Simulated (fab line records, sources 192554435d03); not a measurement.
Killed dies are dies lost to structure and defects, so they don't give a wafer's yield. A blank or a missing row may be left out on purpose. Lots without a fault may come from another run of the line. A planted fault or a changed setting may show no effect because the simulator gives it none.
Split-lot experiment | flow n5_finfet | 7 lots, 39 wafers read, on a route of 1938 steps

THE SPLIT
At N5_SPACER0_ALD_07 (deposits SiNx, target thk 2 nm), the setting target_thk_a was moved away from the recipe's 20 angstrom on 15 of the 39 wafers read, by -6.2% to +15.5%. The other wafers ran this setting at the recipe's value.

The reading is taken at the split's own step.

THE READING
SiNx_of_SPACER0_ALD_07.thk_nm (the simulator's own value, which no gauge read), in nm, at N5_SPACER0_ALD_07 (deposits SiNx, target thk 2 nm). The file gives no usual value for it.

wafer  | tool, chamber at the split | target_thk_a as run, angstrom | against the recipe | SiNx_of_SPACER0_ALD_07.thk_nm, nm | against lot-mates on the recipe
L074.1 | ald_sin-03, 0              | 21.02                         | +5.1%              | 2                                 | +0.0
L074.5 | ald_sin-03, 0              | 21.02                         | +5.1%              | 2                                 | +0.0
L074.2 | ald_sin-03, 1              | 21.02                         | +5.1%              | 2.2                               | +0.2
L074.3 | ald_sin-03, 3,2,1          | 20                            | recipe             | 2                                 | -
L074.4 | ald_sin-03, 3,2,1          | 20                            | recipe             | 2                                 | -
L074.6 | ald_sin-03, 3,2,1          | 20                            | recipe             | 2                                 | -
L076.1 | ald_sin-03, 3,0,1          | 20                            | recipe             | 2                                 | -
L076.2 | ald_sin-03, 3,0,1          | 20                            | recipe             | 2                                 | -
L076.6 | ald_sin-03, 3,0,1          | 20                            | recipe             | 2                                 | -
L082.1 | ald_sin-04, 3,0,1          | 20                            | recipe             | 2                                 | -
L082.2 | ald_sin-04, 3,0,1          | 20                            | recipe             | 2                                 | -
L082.4 | ald_sin-04, 3,0,1          | 20                            | recipe             | 2                                 | -
L082.3 | ald_sin-04, 2,3,2          | 22.17                         | +10.9%             | 2.2                               | +0.2
L082.5 | ald_sin-04, 2,3,2          | 22.17                         | +10.9%             | 2.2                               | +0.2
L082.6 | ald_sin-04, 2,3,2          | 22.17                         | +10.9%             | 2.2                               | +0.2
L085.1 | ald_sin-01, 0,3,3          | 20                            | recipe             | 2                                 | -
L085.2 | ald_sin-01, 0,3,3          | 20                            | recipe             | 2                                 | -
L085.6 | ald_sin-01, 0,3,3          | 20                            | recipe             | 2                                 | -
L085.3 | ald_sin-01, 2,1,0          | 18.77                         | -6.2%              | 1.8                               | -0.2
L085.4 | ald_sin-01, 2,1,0          | 18.77                         | -6.2%              | 1.8                               | -0.2
L085.5 | ald_sin-01, 2,1,0          | 18.77                         | -6.2%              | 1.8                               | -0.2
L086.1 | ald_sin-03, 2,3,3          | 22.06                         | +10.3%             | 2.2                               | +0.2
L086.4 | ald_sin-03, 2,3,3          | 22.06                         | +10.3%             | 2.2                               | +0.2
L086.6 | ald_sin-03, 2,3,3          | 22.06                         | +10.3%             | 2.2                               | +0.2
L086.2 | ald_sin-03, 0,1,0          | 20                            | recipe             | 2                                 | -
L086.3 | ald_sin-03, 0,1,0          | 20                            | recipe             | 2                                 | -
L086.5 | ald_sin-03, 0,1,0          | 20                            | recipe             | 2                                 | -
L093.1 | ald_sin-01, 2,1,0          | 23.11                         | +15.5%             | 2.4                               | +0.4
L093.3 | ald_sin-01, 2,1,0          | 23.11                         | +15.5%             | 2.4                               | +0.4
L093.5 | ald_sin-01, 2,1,0          | 23.11                         | +15.5%             | 2.4                               | +0.4
L093.2 | ald_sin-01, 3,0,3          | 20                            | recipe             | 2                                 | -
L093.4 | ald_sin-01, 3,0,3          | 20                            | recipe             | 2                                 | -
L093.6 | ald_sin-01, 3,0,3          | 20                            | recipe             | 2                                 | -
L096.1 | ald_sin-04, 3,0,2,1,3,2    | 20                            | recipe             | 2                                 | -
L096.2 | ald_sin-04, 3,0,2,1,3,2    | 20                            | recipe             | 2                                 | -
L096.3 | ald_sin-04, 3,0,2,1,3,2    | 20                            | recipe             | 2                                 | -
L096.4 | ald_sin-04, 3,0,2,1,3,2    | 20                            | recipe             | 2                                 | -
L096.5 | ald_sin-04, 3,0,2,1,3,2    | 20                            | recipe             | 2                                 | -
L096.6 | ald_sin-04, 3,0,2,1,3,2    | 20                            | recipe             | 2                                 | -
Where a row lists several chambers, the file gives one row for several wafers and doesn't say which wafer went through which chamber.

THE FIT
A straight line over all 39 wafers: SiNx_of_SPACER0_ALD_07.thk_nm changes by +0.0236 nm for each +1% of target_thk_a; r = +0.96; the points scatter about the line by 0.039 nm.
The same after taking each lot's own level away (the mean of its wafers on the recipe; 39 wafers): +0.0236 nm for each +1%; r = +0.96; scatter 0.039 nm.
On that fit, the largest move of target_thk_a shifts the reading by 0.37 nm.
The lots' own levels span 2.00 to 2.00 nm.
So the lot-to-lot level changes the slope little: the two slopes agree.
Check: with one of the wafers moved furthest among these (+15.5%) left out of the fit, the line predicts +0.345 nm for it against its lot-mates. It came out at +0.4 nm against them.

OTHER SPLITS ON THESE WAFERS
These wafers also went through other splits before the reading. Each is held against what the fit with the lots' levels taken away leaves over:
other split on the same wafers       | wafers away from the commonest value | r with SiNx_of_SPACER0_ALD_07.thk_nm (lot level and that fit taken away)
N5_DUMMY_GATE_ETCH_31 target_depth_a | 12                                   | +0.36
N5_DUMMY_GATE_ETCH_32 time_s         | 6                                    | -0.18
N5_DUMMY_GATE_ETCH_42 bias_w         | 15                                   | -0.22

THE FILE'S OWN FIT
SiNx_of_SPACER0_ALD_07.thk_nm changes by +0.0227 nm for each +1% of target_thk_a, r = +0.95.
